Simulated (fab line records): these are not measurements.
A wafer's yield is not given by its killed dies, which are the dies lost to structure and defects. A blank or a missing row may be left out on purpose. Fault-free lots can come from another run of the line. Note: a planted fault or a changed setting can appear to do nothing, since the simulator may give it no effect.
Split-lot experiment | flow n5Finfet | on a route of 1938 steps: 7 lots, 21 wafers read

== ON THE SPLIT ==
At N5_PASSIVATION_ETCH_54 (etches SiO2 in CHF3/O2, target depth 880 nm, time 440 s), the setting timeS was moved away from the recipe's 440 s on 7 of the 21 wafers read, by -18.2% to +17.4%. This setting was run at the recipe's value on the other wafers.

Reading taken at the split's own step.

== THE READING ==
PASSIVATION.featureDepthNm (the simulator's own value, which no gauge read), in nm, at N5_PASSIVATION_ETCH_54 (etches SiO2 in CHF3/O2, target depth 880 nm, time 440 s). The file gives no usual value for it. Across the 14 wafers here that went through the recipe, the average is 876.8 nm and the standard deviation 8.3 nm.

wafer  | tool, chamber at the split | timeS as run, s | against the recipe | PASSIVATION.featureDepthNm, nm | against lot-mates on the recipe
L077.2 | rieDiel-06, 0              | 508.4           | +15.5%             | 1008                           | +142.0
L077.3 | rieDiel-06, 3              | 440             | recipe             | 877.4                          | -
L077.4 | rieDiel-06, 1              | 440             | recipe             | 854.6                          | -
L075.1 | rieDiel-01, 2              | 440             | recipe             | 882.8                          | -
L075.4 | rieDiel-01, 3              | 440             | recipe             | 875.6                          | -
L075.6 | rieDiel-01, 1              | 440             | recipe             | 861.2                          | -
L076.1 | rieDiel-02, 3              | 401             | -8.9%              | 788                            | -90.4
L076.4 | rieDiel-02, 0              | 440             | recipe             | 878.4                          | -
L076.6 | rieDiel-02, 3              | 401             | -8.9%              | 792.6                          | -85.8
L078.1 | rieDiel-02, 1              | 440             | recipe             | 879.8                          | -
L078.4 | rieDiel-02, 3              | 440             | recipe             | 877                            | -
L078.6 | rieDiel-02, 0              | 516.7           | +17.4%             | 1029                           | +150.6
L079.1 | rieDiel-01, 0              | 400.8           | -8.9%              | 830.8                          | -53.6
L079.3 | rieDiel-01, 1              | 400.8           | -8.9%              | 813.4                          | -71.0
L079.4 | rieDiel-01, 2              | 440             | recipe             | 884.4                          | -
L080.1 | rieDiel-02, 1              | 440             | recipe             | 879                            | -
L080.4 | rieDiel-02, 3              | 359.8           | -18.2%             | 713.4                          | -167.7
L080.6 | rieDiel-02, 1              | 440             | recipe             | 883.2                          | -
L094.4 | rieDiel-06, 0              | 440             | recipe             | 878                            | -
L094.5 | rieDiel-06, 0              | 440             | recipe             | 879.4                          | -
L094.6 | rieDiel-06, 3              | 440             | recipe             | 884.6                          | -

THE FIT
A straight line over all 21 wafers: PASSIVATION.featureDepthNm changes by +8.54 nm for each +1% of timeS; r = +0.99; the points scatter about the line by 11 nm.
The same after taking each lot's own level away (the mean of its wafers on the recipe; 21 wafers): +8.85 nm for each +1%; r = +0.99; scatter 8.9 nm.
On that fit, the largest move of timeS shifts the reading by 1.6e+02 nm.
Across the lots, their own levels run from 866.00 to 884.40 nm, a range of 2.2 times the standard deviation given above.
Consequently the slope shifts little with the lot-to-lot level, the two slopes agreeing.
Check: with one of the wafers moved furthest among these (-18.2%) left out of the fit, the line predicts -158 nm for it against its lot-mates. Against them it came out at -168 nm.

== THE WHOLE CHAIN: every reading that the file lists as answering this split, in the file's order ==
step                   | what it does                                            | reading                                                                     | change (the file's fit)              | r (the file's)
N5_PASSIVATION_ETCH_54 | etches SiO2 in CHF3/O2, target depth 880 nm, time 440 s | etch.depthNm (the simulator's own value, which no gauge read)               | +8.91 nm for each +1% of the setting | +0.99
N5_PASSIVATION_ETCH_54 | etches SiO2 in CHF3/O2, target depth 880 nm, time 440 s | PASSIVATION.featureDepthNm (the simulator's own value, which no gauge read) | +8.91 nm for each +1% of the setting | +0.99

== THE FILE'S OWN FIT ==
PASSIVATION.featureDepthNm changes by +8.91 nm for each +1% of timeS, r = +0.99.
